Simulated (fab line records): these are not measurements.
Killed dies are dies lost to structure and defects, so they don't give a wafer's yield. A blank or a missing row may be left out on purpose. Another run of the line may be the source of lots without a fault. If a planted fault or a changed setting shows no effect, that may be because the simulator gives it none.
Chamber matching	flow n5_finfet	N5_BEOL_M10_CURE_72 on uv_cure-02: 3 sister chambers
The step cures SiCOH lowk, time 120 s. 6 wafers are shown with their chamber, then 7 later ones without.

== EACH WAFER AND ITS CHAMBER ==
wafer	chamber	lamp_power_pct (%)	wafer_temp_C_max
L087.2	1	52.20	371.3
L087.5	1	52.31	371.7
L090.4	0	52.28	371.7
L090.5	0	52.34	371.8
L092.2	2	52.15	371.1
L092.3	2	52.24	371.0

== WAFERS WHOSE CHAMBER IS MISSING ==
wafer	lamp_power_pct (%)	wafer_temp_C_max
L092.6	52.31	371.3
L091.1	52.35	372.6
L091.4	52.33	371.9
L091.5	52.36	372.2
L097.2	52.27	371.2
L097.4	52.26	371.6
L097.5	52.46	372.2

== EACH ONE'S CHAMBER ==
wafer	from the rows above	in truth
L092.6	can't be placed: 1 or 2 or 0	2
L091.1	can't be placed: 0 or 1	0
L091.4	can't be placed: 0 or 1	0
L091.5	can't be placed: 0 or 1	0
L097.2	can't be placed: 2 or 1 or 0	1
L097.4	can't be placed: 1 or 0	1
L097.5	can't be placed: 0 or 1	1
Correct placement for 0 of the 7. These rows do not allow placing 7 (true chamber among the candidates in 7). Wrongly placed: 0.
How it was worked out, from the rows above alone: a wafer's distance from a chamber is the root of the sum, over the readings, of the square of ((its reading less the chamber's mean) divided by the reading's scatter). The wafer belongs to the nearest chamber; if the next one is less than 2 further off, it can't be placed. For every chamber, the mean is computed from those of its wafers that are shown. The scatter: take each reading less its chamber's mean, square it, sum over the shown wafers, divide by the number of wafers less the number of chambers, and take the root.
